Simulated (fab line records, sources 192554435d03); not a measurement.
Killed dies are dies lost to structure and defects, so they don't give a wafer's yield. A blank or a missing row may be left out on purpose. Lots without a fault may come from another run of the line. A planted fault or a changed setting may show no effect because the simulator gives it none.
fab line records | flow n5_finfet
record lots=22 wafers=66 last_day=18
route steps=1938 shown FIN_CUT@166 STI_FIN_REVEAL@188 DUMMY_GATE@246 SD_EPI_N@275
lots that met no fault: from a run of the same line without faults
start_h: hours from the record's first day to the start of the lot's first wafer shown | wait_h: hours since the lot's step before | " the same as in the row above | L1.1+2: a row that stands for several wafers | - no value, or no start given | * or withheld: withheld | < > ~ a bound
route shown NAME@n: a module of which the file shows steps, and the number in the route of the first | usual: mean/standard deviation of fault-free wafers | same: alike in all rows | chamber/n: place in a boat | sites: the reading at each site | _std_site: their standard deviation | _edge_site: outer sites' mean less inner sites' | radius_mm: how far each site lies from the wafer's centre | mask NAME#n: copy n | behind: the tool/chamber that last shaped the wafer | hold: why the lot was held/for how many hours/how that ended | device: the transistor (n, p or np) that didn't switch | end of line: the same wafers' tests at the end of the route | a step without rows: its recipe alone | killed: dies lost to structure and defects at the first sort, not the wafer's yield | map: a wafer's dies, x killed, . not, _ none there
set.NAME: the setting as run; set.NAME@STEP: as run at that earlier step | model.NAME: the simulator's own value behind a step, which no gauge read
steps of the route over a sample of lots; a table a step, a row a wafer
services: from which hour (start_h, from the record's first day; less than 0 if before it) a tool's chamber was out of use, for how many hours, and why
## steps
# step N5_FIN_CUT_DESCUM_13
# recipe chemistry=O2 time_s=7 source_power_w=50 bias_power_w=20 pressure_mtorr=20 rf_frequency_hz=2.712e+07 temp_c=40 resist=CAR-EUV o2_flow_sccm=225
# usual drypump_motor_current_A=5.5/0.5 oes_product_au=0.78/0.06 rf_fwd_power_W=49.32/0.27 rf_vpp_V=242.6/1.4 showerhead_plenum_p_Torr=2.06/0.081 throttle_valve_pct=20.32/0.16
# columns lot.wafer tool chamber start_h wait_h drypump_motor_current_A oes_product_au rf_fwd_power_W rf_hours_counter_h rf_vpp_V showerhead_plenum_p_Torr throttle_valve_pct
L074.1 rie_diel-06 1 27.84 0.2 4.9 0.82 49.16 97 241.2 2.03 20.37
L074.4 " 0 " " 5.5 0.77 49.35 114 243.3 2.10 20.61
L074.5 " 0 " " 5.5 0.76 49.39 - 242.0 2.10 20.61
L075.2 rie_diel-01 3 33.23 0.0 5.8 0.73 49.62 191 242.8 2.07 20.37
L075.3 " 0 " " 5.4 0.84 48.70 65 242.9 1.95 20.15
L075.6 " 2 " " 6.3 0.76 49.55 - 243.6 2.11 20.23
L076.2 rie_diel-02 0 38.30 0.0 5.2 0.96 49.31 6 246.4 2.24 20.04
L076.4 " 1 " " 6.3 0.81 49.74 107 240.8 2.02 20.16
L076.6 " 2 " " 5.1 0.79 49.67 - 242.0 2.01 20.22
L077.2 rie_diel-02 1 45.23 0.0 6.2 0.82 49.62 109 243.6 2.02 20.17
L077.3 " 3 " " 5.9 0.81 49.83 100 243.2 2.11 20.31
L077.5 " 2 " " 5.1 0.79 49.35 - 242.0 2.01 20.19
L078.2 rie_diel-02 2 50.23 0.0 5.0 0.78 49.60 120 243.2 2.00 20.19
L078.3 " 1 " " 6.3 0.81 49.51 110 241.2 2.02 20.16
L078.4 " 3 " " 5.8 0.81 49.42 102 242.5 2.11 20.31
L079.1 rie_diel-06 3 56.23 0.0 5.5 0.70 49.58 190 240.5 1.99 20.30
L079.2 " 1 " " 4.9 0.81 49.15 106 242.4 2.02 20.39
L079.5 " 0 " " 5.5 0.76 49.43 - 242.2 2.09 20.62
L080.2 rie_diel-02 1 62.30 0.0 6.3 0.81 49.44 114 243.4 2.02 20.19
L080.3 " 2 " " 5.1 0.78 49.22 124 241.0 2.00 20.23
L080.4 " 3 " " 5.9 0.80 49.75 106 244.3 2.11 20.34
L082.1 rie_diel-06 3 75.33 0.0 5.6 0.70 49.42 197 242.4 1.99 20.32
L082.5 " 1 " " 4.9 0.81 49.11 - 241.4 2.02 20.40
L082.6 " 2 " " 5.0 0.78 49.11 - 243.5 2.01 20.26
L083.2 rie_diel-01 2 81.09 0.0 6.4 0.75 49.36 127 243.9 2.10 20.24
L083.4 " 3 " " 5.7 0.72 49.62 205 243.0 2.07 20.41
L083.5 " 3 " " 5.7 0.71 49.71 - 242.4 2.07 20.40
L084.1 rie_diel-01 3 88.33 0.0 5.8 0.72 49.81 208 242.1 2.07 20.41
L084.5 " 1 " " 4.7 0.73 48.71 - 245.9 2.17 20.60
L084.6 " 2 " " 6.3 0.76 49.38 - 242.0 2.10 20.26
L085.2 rie_diel-02 3 92.90 0.0 5.9 0.79 49.43 116 240.8 2.11 20.35
L085.3 " 1 " " 6.3 0.81 49.78 123 241.1 2.02 20.19
L085.4 " 0 " " 5.3 0.91 49.27 24 244.0 2.23 20.09
L086.1 rie_diel-01 2 101.33 0.0 6.3 0.74 49.26 133 244.3 2.10 20.26
L086.5 " 0 " " 5.4 0.81 48.91 - 240.3 1.94 20.16
L086.6 " 3 " " 5.7 0.71 49.60 - 241.1 2.07 20.42
L087.2 rie_diel-01 1 105.76 0.0 4.7 0.73 48.86 167 242.6 2.17 20.58
L087.4 " 2 " " 6.3 0.75 49.08 134 243.8 2.10 20.27
L087.6 " 0 " " 5.4 0.82 49.06 - 240.8 1.94 20.19
L088.1 rie_diel-02 2 110.88 0.0 5.0 0.77 49.40 138 242.2 2.00 20.25
L088.3 " 3 " " 5.8 0.79 49.80 122 243.2 2.11 20.36
L088.5 " 1 " " 6.3 0.79 49.66 - 242.1 2.01 20.19
L090.2 rie_diel-01 1 123.78 0.0 4.7 0.71 49.09 172 243.8 2.17 20.60
L090.3 " 0 " " 5.4 0.80 48.86 91 238.8 1.94 20.16
L090.4 " 3 " " 5.7 0.71 49.74 219 242.4 2.06 20.42
L091.2 rie_diel-06 1 129.26 0.0 4.9 0.77 49.16 127 240.7 2.02 20.41
L091.3 " 2 " " 5.0 0.76 49.14 136 241.5 2.00 20.31
L091.5 " 1 " " 4.9 0.78 49.07 - 242.8 2.02 20.42
L092.2 rie_diel-06 1 134.59 0.0 4.9 0.78 49.08 129 241.6 2.02 20.43
L092.4 " 2 " " 5.0 0.75 49.26 138 241.8 2.00 20.29
L092.6 " 3 " " 5.6 0.67 49.20 - 242.5 1.99 20.33
L093.1 rie_diel-06 3 141.23 0.0 5.6 0.67 49.24 217 240.2 1.99 20.35
L093.2 " 2 " " 5.0 0.75 49.09 141 241.1 2.00 20.31
L093.5 " 2 " " 5.0 0.75 49.04 - 242.9 2.00 20.30
L094.2 rie_diel-01 2 146.67 0.0 6.3 0.73 49.16 147 243.5 2.10 20.29
L094.3 " 1 " " 4.7 0.71 49.03 179 244.6 2.17 20.60
L094.4 " 3 " " 5.7 0.70 49.60 225 243.0 2.06 20.43
L095.1 rie_diel-02 1 153.50 0.1 6.3 0.78 49.47 142 240.6 2.01 20.22
L095.3 " 2 " " 5.0 0.76 49.41 151 240.7 1.99 20.27
L095.5 " 0 " " 5.3 0.89 49.48 - 244.8 2.23 20.10
L096.1 rie_diel-06 3 160.07 0.0 5.6 0.68 49.22 223 242.1 1.98 20.35
L096.3 " 1 " " 5.0 0.77 49.30 137 241.5 2.01 20.45
L096.5 " 2 " " 5.0 0.74 49.08 - 241.8 2.00 20.30
L097.2 rie_diel-06 1 165.06 0.0 4.9 0.77 48.98 138 241.7 2.01 20.43
L097.3 " 3 " " 5.6 0.67 49.53 225 241.1 1.98 20.36
L097.5 " 1 " " 5.0 0.78 49.17 - 242.7 2.01 20.44
# step N5_STI_FIN_REVEAL_THK_MEAS_05
# usual thk_nm=132.0/1.1
# columns lot.wafer tool chamber start_h wait_h thk_nm
L074.1 film_metro-01 - 34.33 - 131.6
L074.4 " - " " 131.5
L074.5 " - " " 133.9
L075.2 film_metro-02 - 39.58 - 131.6
L075.3 " - " " 131.5
L075.6 " - " " 132.5
L076.2 film_metro-02 - 45.19 - 129.3
L076.4 " - " " 129.5
L076.6 " - " " 130.1
L077.2 film_metro-02 - 52.40 - 132.2
L077.3 " - " " 133.6
L077.5 " - " " 131.6
L078.2 film_metro-02 - 57.16 - 131.9
L078.3 " - " " 132.5
L078.4 " - " " 132.4
L079.1 film_metro-02 - 62.56 - 133.3
L079.2 " - " " 134.1
L079.5 " - " " 136.2
L080.2 film_metro-01 - 68.66 - 131.9
L080.3 " - " " 132.0
L080.4 " - " " 132.1
L082.1 film_metro-02 - 81.82 - 131.5
L082.5 " - " " 132.0
L082.6 " - " " 132.1
L083.2 film_metro-01 - 87.42 - 133.2
L083.4 " - " " 133.7
L083.5 " - " " 132.7
L084.1 film_metro-01 - 95.52 - 130.6
L084.5 " - " " 131.9
L084.6 " - " " 130.5
L085.2 film_metro-01 - 99.75 - 131.6
L085.3 " - " " 132.1
L085.4 " - " " 132.0
L086.1 film_metro-01 - 108.60 - 133.8
L086.5 " - " " 132.9
L086.6 " - " " 131.6
L087.2 film_metro-02 - 112.10 - 132.3
L087.4 " - " " 131.9
L087.6 " - " " 132.3
L088.1 film_metro-01 - 117.21 - 134.4
L088.3 " - " " 133.0
L088.5 " - " " 131.2
L090.2 film_metro-01 - 130.46 - 130.6
L090.3 " - " " 131.8
L090.4 " - " " 130.7
L091.2 film_metro-02 - 135.59 - 131.6
L091.3 " - " " 131.7
L091.5 " - " " 132.1
L092.2 film_metro-01 - 140.98 - 131.0
L092.4 " - " " 131.3
L092.6 " - " " 130.8
L093.1 film_metro-02 - 148.20 - 132.2
L093.2 " - " " 132.8
L093.5 " - " " 132.7
L094.2 film_metro-02 - 153.04 - 130.3
L094.3 " - " " 131.9
L094.4 " - " " 132.9
L095.1 film_metro-02 - 160.01 - 132.2
L095.3 " - " " 131.9
L095.5 " - " " 132.2
L096.1 film_metro-02 - 167.82 - 133.3
L096.3 " - " " 131.5
L096.5 " - " " 134.1
L097.2 film_metro-02 - 171.44 - 131.5
L097.3 " - " " 131.7
L097.5 " - " " 131.2
# step N5_STI_FIN_REVEAL_ETCH_34
# recipe chemistry=H2 mode=isotropic material=Si target=Si target_depth_a=9.7 temp_c=20 pressure_mtorr=4.5 icp_w=300 bias_w=0 h2_flow_sccm=7.5 he_flow_sccm=142.5
# usual drypump_motor_current_A=5.7/0.45 oes_product_au=1.002/0.014 rf_fwd_power_W=296.7/1.3 throttle_valve_pct=25.6/0.35
# columns lot.wafer tool chamber start_h wait_h drypump_motor_current_A oes_product_au rf_fwd_power_W rf_hours_counter_h throttle_valve_pct
L074.1 rie_si-06 1 36.91 0.2 4.9 1.012 297.3 92 25.3
L074.4 " 0 " " 5.9 1.023 298.3 113 25.2
L074.5 " 3 " " 5.6 0.997 296.5 - 25.7
L075.2 rie_si-05 3 42.24 0.1 6.4 1.005 297.6 124 25.7
L075.3 " 2 " " 5.4 1.016 297.8 145 26.2
L075.6 " 3 " " 6.4 0.986 298.3 - 25.7
L076.2 rie_si-02 1 47.80 0.1 5.4 0.973 296.2 108 25.1
L076.4 " 2 " " 6.2 0.992 296.1 81 25.6
L076.6 " 1 " " 5.4 0.959 296.3 - 25.1
L077.2 rie_si-05 2 55.03 0.1 5.5 1.009 299.3 145 26.2
L077.3 " 1 " " 5.6 1.006 295.0 128 25.2
L077.5 " 3 " " 6.4 0.997 298.1 - 25.7
L078.2 rie_si-02 2 59.74 0.1 6.3 0.993 296.2 81 25.5
L078.3 " 1 " " 5.3 0.975 295.5 108 25.1
L078.4 " 0 " " 5.9 0.998 297.0 172 25.1
L079.1 rie_si-05 1 65.31 0.2 5.6 1.007 293.3 128 25.2
L079.2 " 2 " " 5.4 1.003 297.6 146 26.2
L079.5 " 0 " " 5.5 1.022 295.9 - 25.7
L080.2 rie_si-06 0 71.28 0.1 5.8 1.015 297.2 114 25.2
L080.3 " 1 " " 4.9 1.006 297.3 93 25.3
L080.4 " 0 " " 5.8 1.014 297.4 - 25.2
L082.1 rie_si-06 1 87.95 0.2 4.9 1.007 297.3 93 25.3
L082.5 " 0 " " 5.8 1.014 299.2 - 25.2
L082.6 " 1 " " 4.9 1.013 298.8 - 25.3
L083.2 rie_si-06 1 90.01 0.1 4.9 0.997 297.2 93 25.3
L083.4 " 2 " " 6.4 0.989 297.8 - 26.0
L083.5 " 1 " " 4.9 1.010 296.8 - 25.4
L084.1 rie_si-06 2 98.14 0.2 6.4 0.995 295.3 9 26.0
L084.5 " 1 " " 4.9 1.015 297.0 - 25.4
L084.6 " 2 " " 6.4 0.993 295.2 - 26.0
L085.2 rie_si-05 0 102.52 0.1 5.5 1.007 295.2 114 25.7
L085.3 " 2 " " 5.4 1.001 298.6 146 26.2
L085.4 " 3 " " 6.4 0.993 295.7 126 25.7
L086.1 rie_si-05 3 111.30 0.2 6.4 0.993 296.6 126 25.7
L086.5 " 1 " " 5.6 1.003 296.4 - 25.2
L086.6 " 2 " " 5.4 1.009 295.9 - 26.2
L087.2 rie_si-02 3 114.69 0.1 6.0 0.985 296.6 73 25.4
L087.4 " 2 " " 6.2 0.999 295.9 82 25.5
L087.6 " 1 " " 5.4 0.978 298.1 - 25.1
L088.1 rie_si-05 0 119.79 0.2 5.5 1.017 295.1 115 25.7
L088.3 " 1 " " 5.6 1.012 293.4 129 25.2
L088.5 " 3 " " 6.4 0.987 296.2 - 25.7
L090.2 rie_si-06 0 133.08 0.1 5.8 1.019 298.4 115 25.3
L090.3 " 2 " " 6.4 0.990 297.2 10 26.0
L090.4 " 1 " " 4.9 1.014 298.1 94 25.3
L091.2 rie_si-05 3 138.27 0.1 6.4 0.997 296.8 126 25.7
L091.3 " 2 " " 5.4 0.997 297.3 147 26.2
L091.5 " 1 " " 5.6 1.005 296.2 - 25.2
L092.2 rie_si-02 1 143.86 0.1 5.3 0.971 295.6 110 25.1
L092.4 " 0 " " 5.8 1.012 296.4 173 25.1
L092.6 " 0 " " 5.9 1.024 296.3 - 25.1
L093.1 rie_si-02 0 151.23 0.2 5.9 1.006 297.8 174 25.1
L093.2 " 1 " " 5.4 0.979 297.9 110 25.1
L093.5 " 3 " " 6.0 0.984 296.7 - 25.4
L094.2 rie_si-05 2 155.72 0.1 5.5 1.009 298.1 147 26.2
L094.3 " 0 " " 5.5 1.018 295.8 115 25.7
L094.4 " 3 " " 6.4 0.990 297.6 126 25.7
L095.1 rie_si-02 2 162.90 0.2 6.3 1.002 296.8 83 25.5
L095.3 " 3 " " 6.0 0.984 295.6 74 25.4
L095.5 " 3 " " 6.0 0.968 296.4 - 25.4
L096.1 rie_si-05 3 170.41 0.2 6.4 0.997 296.7 127 25.7
L096.3 " 1 " " 5.6 1.017 295.5 130 25.2
L096.5 " 2 " " 5.5 1.001 297.4 - 26.2
L097.2 rie_si-06 2 174.31 0.1 6.4 0.993 295.2 10 26.0
L097.3 " 3 " " 5.6 1.001 297.4 60 25.7
L097.5 " 3 " " 5.6 1.000 296.2 - 25.7
# step N5_STI_FIN_REVEAL_OXIDATION_33
# recipe chemistry=O2_PLASMA_REMOTE temp_c=150 time_s=20 pressure_mtorr=1000 source_power_w=2000 o2_flow_sccm=3000
# usual drypump_motor_current_A=5.56/0.18 heater_power_w=149/11 rf_fwd_power_W=1979/6.9
# columns lot.wafer tool chamber start_h wait_h drypump_motor_current_A heater_power_w rf_fwd_power_W rf_hours_counter_h
L074.1 plasma_asher-02 1 37.33 0.0 5.72 144 1976 31
L074.4 " 1 " " 5.73 142 1987 -
L074.5 " 0 " " 5.36 147 1962 -
L075.2 plasma_asher-01 1 42.66 0.0 5.75 171 1991 83
L075.3 " 1 " " 5.76 169 1982 -
L075.6 " 0 " " 5.37 139 1983 -
L076.2 plasma_asher-01 0 48.21 0.0 5.43 137 1982 84
L076.4 " 1 " " 5.73 172 1982 -
L076.6 " 0 " " 5.35 137 1981 -
L077.2 plasma_asher-02 0 55.44 0.0 5.39 148 1985 36
L077.3 " 0 " " 5.37 142 1978 -
L077.5 " 1 " " 5.74 144 1973 -
L078.2 plasma_asher-01 0 60.15 0.0 5.41 137 1988 87
L078.3 " 0 " " 5.40 138 1981 -
L078.4 " 1 " " 5.77 167 1997 -
L079.1 plasma_asher-02 1 65.73 0.0 5.71 144 1977 37
L079.2 " 0 " " 5.38 150 1968 37
L079.5 " 0 " " 5.38 146 1966 -
L080.2 plasma_asher-01 1 71.69 0.0 5.77 165 1987 90
L080.3 " 0 " " 5.46 136 1982 -
L080.4 " 1 " " 5.76 172 1976 -
L082.1 plasma_asher-02 0 88.36 0.0 5.38 147 1969 41
L082.5 " 0 " " 5.37 146 1976 -
L082.6 " 1 " " 5.73 147 1978 -
L083.2 plasma_asher-01 0 90.43 0.0 5.41 137 1982 93
L083.4 " 1 " " 5.73 169 1981 -
L083.5 " 0 " " 5.41 136 1984 -
L084.1 plasma_asher-02 0 98.55 0.0 5.38 148 1974 44
L084.5 " 1 " " 5.73 145 1976 -
L084.6 " 0 " " 5.37 146 1986 -
L085.2 plasma_asher-02 1 102.93 0.0 5.73 144 1982 45
L085.3 " 1 " " 5.72 149 1983 -
L085.4 " 0 " " 5.38 148 1965 -
L086.1 plasma_asher-01 1 111.71 0.0 5.75 173 1980 97
L086.5 " 1 " " 5.75 167 1977 -
L086.6 " 0 " " 5.37 139 1983 -
L087.2 plasma_asher-02 0 115.12 0.0 5.38 146 1973 47
L087.4 " 0 " " 5.39 146 1973 -
L087.6 " 0 " " 5.38 149 1975 -
L088.1 plasma_asher-01 0 120.21 0.0 5.42 137 1985 98
L088.3 " 1 " " 5.76 166 1972 -
L088.5 " 1 " " 5.74 171 1972 -
L090.2 plasma_asher-01 1 133.51 0.0 5.75 164 1987 100
L090.3 " 0 " " 5.36 135 1982 -
L090.4 " 1 " " 5.73 170 1980 -
L091.2 plasma_asher-02 1 138.69 0.0 5.74 149 1974 52
L091.3 " 0 " " 5.40 145 1971 -
L091.5 " 0 " " 5.38 148 1977 -
L092.2 plasma_asher-01 1 144.27 0.0 5.76 172 1987 103
L092.4 " 0 " " 5.44 139 1987 -
L092.6 " 0 " " 5.40 138 1995 -
L093.1 plasma_asher-02 1 151.64 0.0 5.73 148 1981 54
L093.2 " 0 " " 5.38 145 1977 54
L093.5 " 1 " " 5.75 147 1988 -
L094.2 plasma_asher-02 1 156.13 0.0 5.74 141 1985 55
L094.3 " 1 " " 5.75 148 1987 -
L094.4 " 0 " " 5.37 146 1985 -
L095.1 plasma_asher-02 0 163.41 0.1 5.37 149 1973 56
L095.3 " 0 " " 5.37 145 1968 -
L095.5 " 1 " " 5.74 149 1980 -
L096.1 plasma_asher-02 1 170.82 0.0 5.75 143 1972 57
L096.3 " 1 " " 5.76 146 1983 -
L096.5 " 0 " " 5.36 145 1979 -
L097.2 plasma_asher-01 0 175.11 0.0 5.37 136 1982 110
L097.3 " 0 " " 5.40 135 1985 -
L097.5 " 0 " " 5.35 136 1980 -
# step N5_DUMMY_GATE_ETCH_32
# recipe chemistry=CF4 target=SiO2 target_depth_a=35 time_s=3.9 ion_energy_ev=350 pressure_mtorr=10 icp_w=800 bias_w=400 cf4_flow_sccm=80
# usual drypump_motor_current_A=5.7/0.4 oes_product_au=1.000/0.018 rf_fwd_power_W=790/4 throttle_valve_pct=21.79/0.2
# columns lot.wafer tool chamber start_h wait_h drypump_motor_current_A oes_product_au rf_fwd_power_W rf_hours_counter_h throttle_valve_pct
L074.1 rie_si-04 0 47.41 0.1 6.5 1.023 794 74 21.33
L074.4 " 1 " " 5.5 1.004 797 14 22.05
L074.5 " 0 " " 6.4 1.036 789 - 21.33
L075.2 rie_si-03 2 52.25 0.1 6.1 0.990 787 79 21.88
L075.3 " 3 " " 5.8 1.008 787 169 21.81
L075.6 " 1 " " 5.7 1.002 792 - 21.86
L076.2 rie_si-04 0 60.37 0.1 6.4 1.041 796 74 21.35
L076.4 " 3 " " 5.8 0.985 794 4 21.82
L076.6 " 3 " " 5.8 0.984 794 - 21.79
L077.2 rie_si-03 2 67.14 0.1 6.1 0.986 789 80 21.87
L077.3 " 0 " " 5.4 0.989 795 170 21.76
L077.5 " 2 " " 6.1 0.980 789 - 21.87
L078.2 rie_si-04 0 69.82 0.1 6.4 1.033 794 74 21.33
L078.3 " 3 " " 5.8 0.977 796 4 21.80
L078.4 " 2 " " 4.9 0.981 789 135 22.07
L079.1 rie_si-03 1 77.13 0.1 5.7 1.006 793 89 21.87
L079.2 " 3 " " 5.8 1.009 787 169 21.81
L079.5 " 1 " " 5.7 1.008 794 - 21.87
L080.2 rie_si-01 2 81.34 0.1 5.1 0.979 791 196 22.00
L080.3 " 1 " " 6.0 0.983 790 146 21.68
L080.4 " 0 " " 5.8 1.003 783 18 21.86
L082.1 rie_si-01 3 100.25 0.1 5.4 1.026 781 171 21.47
L082.5 " 0 " " 5.8 1.009 785 - 21.86
L082.6 " 3 " " 5.4 1.026 782 - 21.48
L083.2 rie_si-01 2 103.82 0.1 5.2 0.974 789 196 21.99
L083.4 " 1 " " 5.9 0.989 786 146 21.69
L083.5 " 0 " " 5.8 1.012 784 - 21.86
L084.1 rie_si-03 2 109.24 0.1 6.1 0.988 790 80 21.86
L084.5 " 0 " " 5.4 0.996 797 - 21.74
L084.6 " 1 " " 5.8 1.007 794 - 21.86
L085.2 rie_si-01 2 114.56 0.1 5.2 0.977 790 196 22.00
L085.3 " 3 " " 5.4 1.030 784 171 21.48
L085.4 " 1 " " 5.9 1.003 788 147 21.70
L086.1 rie_si-03 2 121.49 0.1 6.1 0.976 791 80 21.86
L086.5 " 0 " " 5.4 0.984 791 - 21.74
L086.6 " 3 " " 5.8 0.991 787 - 21.81
L087.2 rie_si-04 3 125.39 0.1 5.8 0.980 791 5 21.81
L087.4 " 0 " " 6.5 1.042 795 75 21.35
L087.6 " 2 " " 4.9 0.979 791 - 22.07
L088.1 rie_si-04 3 130.14 0.1 5.8 0.986 789 5 21.82
L088.3 " 0 " " 6.5 1.031 792 75 21.34
L088.5 " 2 " " 4.8 0.986 790 - 22.08
L090.2 rie_si-04 3 143.24 0.1 5.8 0.973 792 5 21.80
L090.3 " 1 " " 5.5 1.003 790 15 22.05
L090.4 " 2 " " 4.8 0.973 790 136 22.06
L091.2 rie_si-01 2 150.26 0.1 5.2 1.007 793 0 21.95
L091.3 " 3 " " 5.4 1.025 784 172 21.47
L091.5 " 0 " " 5.8 1.004 791 - 21.85
L092.2 rie_si-01 1 154.21 0.1 5.9 0.982 784 147 21.70
L092.4 " 2 " " 5.2 1.015 794 0 21.97
L092.6 " 1 " " 5.9 0.992 787 - 21.68
L093.1 rie_si-03 1 161.56 0.1 5.7 1.002 792 90 21.88
L093.2 " 3 " " 5.8 1.002 785 171 21.81
L093.5 " 0 " " 5.4 0.985 795 - 21.75
L094.2 rie_si-01 1 166.26 0.1 6.0 0.987 789 148 21.71
L094.3 " 3 " " 5.4 1.027 786 172 21.49
L094.4 " 2 " " 5.2 1.028 792 0 21.95
L095.1 rie_si-04 3 173.52 0.1 5.8 0.987 796 6 21.80
L095.3 " 0 " " 6.4 1.032 796 76 21.34
L095.5 " 2 " " 4.8 0.981 787 - 22.08
L096.1 rie_si-01 0 180.59 0.1 5.8 1.012 791 20 21.87
L096.3 " 3 " " 5.4 1.019 784 172 21.47
L096.5 " 2 " " 5.2 1.009 796 - 21.95
L097.2 rie_si-01 2 184.66 0.1 5.2 1.018 791 1 21.96
L097.3 " 3 " " 5.4 1.020 781 172 21.47
L097.5 " 0 " " 5.8 1.016 788 - 21.87
# step N5_SD_EPI_N_ETCH_35
# recipe chemistry=N2/H2 target=SOC overetch_a=1080 mask_material=SiARC temp_c=40 ion_energy_ev=100 source_w=3000 bias_w=133 pressure_mtorr=20 time_s=486 n2_flow_sccm=200 h2_flow_sccm=200
# usual drypump_motor_current_A=6.0/0.39 oes_product_au=0.68/0.07 rf_fwd_power_W=2998/9 rf_vpp_V=240.9/1.3 showerhead_plenum_p_Torr=2.55/0.066 throttle_valve_pct=23.98/0.27
# columns lot.wafer tool chamber start_h wait_h drypump_motor_current_A oes_product_au rf_fwd_power_W rf_hours_counter_h rf_vpp_V showerhead_plenum_p_Torr throttle_valve_pct
L074.1 rie_diel-03 3 49.02 0.0 6.3 0.77 2993 61 240.8 2.58 23.62
L074.4 " 0 " " 5.8 0.82 2986 17 242.2 2.59 24.13
L074.5 " 0 " " 5.7 0.83 3024 - 241.2 2.59 24.12
L075.2 rie_diel-03 2 53.99 0.0 5.5 0.65 2999 182 241.3 2.63 24.30
L075.3 " 3 " " 6.3 0.76 2989 63 241.5 2.58 23.63
L075.6 " 2 " " 5.5 0.65 2984 - 240.7 2.63 24.30
L076.2 rie_diel-05 1 62.03 0.0 6.2 0.64 2997 210 241.2 2.51 24.01
L076.4 " 3 " " 6.2 0.66 3014 169 242.2 2.64 24.29
L076.6 " 2 " " 6.3 0.77 2979 - 240.1 2.48 23.54
L077.2 rie_diel-03 2 69.33 0.0 5.5 0.65 2993 187 241.5 2.63 24.31
L077.3 " 3 " " 6.3 0.75 2987 68 242.1 2.57 23.62
L077.5 " 2 " " 5.4 0.65 3002 - 240.4 2.63 24.32
L078.2 rie_diel-04 1 71.52 0.0 6.0 0.65 3007 146 240.9 2.55 23.82
L078.3 " 2 " " 5.3 0.62 2998 227 240.1 2.50 23.56
L078.4 " 0 " " 5.4 0.63 2997 213 242.9 2.63 23.84
L079.1 rie_diel-05 0 78.71 0.0 6.1 0.79 2984 36 239.6 2.48 23.78
L079.2 " 1 " " 6.2 0.64 2995 216 240.3 2.51 24.01
L079.5 " 2 " " 6.3 0.76 2989 - 239.9 2.48 23.54
L080.2 rie_diel-03 2 83.10 0.0 5.5 0.65 3009 192 242.9 2.63 24.30
L080.3 " 3 " " 6.3 0.75 3007 72 241.6 2.57 23.63
L080.4 " 0 " " 5.7 0.81 3002 29 240.1 2.59 24.13
L082.1 rie_diel-03 0 103.16 0.0 5.7 0.79 2991 37 241.2 2.59 24.15
L082.5 " 3 " " 6.3 0.75 2986 - 241.4 2.57 23.64
L082.6 " 2 " " 5.4 0.64 3002 - 242.1 2.62 24.31
L083.2 rie_diel-05 2 105.66 0.0 6.3 0.74 3011 54 240.2 2.48 23.57
L083.4 " 1 " " 6.2 0.63 2987 226 240.6 2.50 24.01
L083.5 " 1 " " 6.2 0.63 2992 - 240.7 2.50 24.03
L084.1 rie_diel-05 1 110.78 0.0 6.3 0.63 3008 227 240.5 2.50 24.04
L084.5 " 0 " " 6.1 0.78 2995 - 239.7 2.48 23.78
L084.6 " 1 " " 6.3 0.63 3004 - 239.6 2.50 24.04
L085.2 rie_diel-03 1 116.28 0.0 6.5 0.60 3009 246 240.8 2.51 24.25
L085.3 " 2 " " 5.5 0.64 2994 202 242.8 2.62 24.34
L085.4 " 3 " " 6.3 0.75 3009 82 240.9 2.57 23.65
L086.1 rie_diel-04 2 123.51 0.0 5.3 0.62 2997 242 239.9 2.49 23.59
L086.5 " 1 " " 6.0 0.64 3000 - 240.6 2.54 23.83
L086.6 " 2 " " 5.3 0.61 3010 - 241.1 2.49 23.60
L087.2 rie_diel-05 1 127.07 0.0 6.2 0.62 2986 233 237.9 2.50 24.05
L087.4 " 3 " " 6.2 0.65 3001 191 242.8 2.63 24.30
L087.6 " 2 " " 6.3 0.74 3003 - 239.9 2.47 23.58
L088.1 rie_diel-03 0 131.81 0.0 5.7 0.77 2990 48 240.4 2.58 24.18
L088.3 " 3 " " 6.4 0.74 3002 89 240.9 2.57 23.65
L088.5 " 2 " " 5.5 0.63 2998 - 242.2 2.62 24.33
L090.2 rie_diel-04 2 145.05 0.0 5.3 0.61 2991 254 240.3 2.49 23.60
L090.3 " 1 " " 6.0 0.63 2999 173 239.7 2.54 23.85
L090.4 " 2 " " 5.4 0.62 3004 - 239.6 2.49 23.60
L091.2 rie_diel-04 0 153.19 0.0 5.4 0.60 2995 246 241.6 2.61 23.91
L091.3 " 3 " " 6.4 0.62 2995 238 239.3 2.39 24.15
L091.5 " 0 " " 5.4 0.60 2986 - 240.9 2.61 23.90
L092.2 rie_diel-04 3 155.95 0.1 6.3 0.61 3012 240 238.4 2.39 24.13
L092.4 " 1 " " 6.0 0.63 2994 - 242.1 2.54 23.85
L092.6 " 3 " " 6.3 0.61 3004 - 238.6 2.39 24.14
L093.1 rie_diel-05 0 163.10 0.0 6.1 0.76 2988 67 238.4 2.47 23.82
L093.2 " 2 " " 6.3 0.72 2998 74 240.0 2.47 23.59
L093.5 " 0 " " 6.1 0.76 2988 - 238.7 2.47 23.81
L094.2 rie_diel-03 2 168.29 0.0 5.5 0.62 3007 223 241.8 2.61 24.36
L094.3 " 0 " " 5.8 0.76 2999 62 242.8 2.58 24.19
L094.4 " 3 " " 6.3 0.72 3012 - 241.8 2.56 23.68
L095.1 rie_diel-03 1 175.19 0.0 6.5 0.83 2993 9 241.2 2.50 23.97
L095.3 " 0 " " 5.7 0.76 2999 64 240.9 2.57 24.20
L095.5 " 1 " " 6.5 0.84 3001 - 239.3 2.50 23.97
L096.1 rie_diel-03 2 183.26 0.0 5.4 0.62 2998 228 242.1 2.61 24.37
L096.3 " 0 " " 5.8 0.76 2993 66 241.7 2.57 24.20
L096.5 " 3 " " 6.4 0.72 3001 - 241.2 2.56 23.69
L097.2 rie_diel-05 2 186.80 0.0 6.3 0.72 2991 84 239.6 2.46 23.59
L097.3 " 0 " " 6.0 0.74 3009 77 238.2 2.47 23.83
L097.5 " 2 " " 6.3 0.71 2999 - 240.1 2.46 23.61
## services
# columns tool chamber start_h hours kind
rie_si-04 2 15.35 3.9 repair
rie_diel-01 1 16.98 6.8 repair
rie_diel-04 0 26.18 3.2 repair
rie_diel-05 1 32.52 6.7 repair
rie_si-03 2 34.06 17.5 repair
rie_si-06 1 37.16 9.8 repair
rie_si-02 1 40.66 6.6 repair
rie_si-05 2 42.91 7.4 repair
rie_si-03 - 55.66 4.0 pm
plasma_asher-02 - 61.68 3.9 repair
rie_si-01 1 63.56 5.6 repair
rie_si-04 1 72.76 8.3 repair
rie_si-06 2 77.98 1.8 repair
rie_diel-01 - 89.90 2.8 pm
rie_diel-02 0 100.79 3.5 repair
rie_diel-02 0 104.59 9.6 repair
rie_si-04 0 117.91 1.8 repair
rie_si-06 2 121.58 4.2 repair
rie_diel-02 3 125.78 8.9 repair
rie_si-03 2 158.89 35.2 repair
rie_diel-06 0 161.86 8.2 repair
rie_si-05 0 163.00 2.6 repair
rie_diel-03 1 165.50 5.0 repair
rie_si-04 - 167.49 2.8 pm
## key
fault none
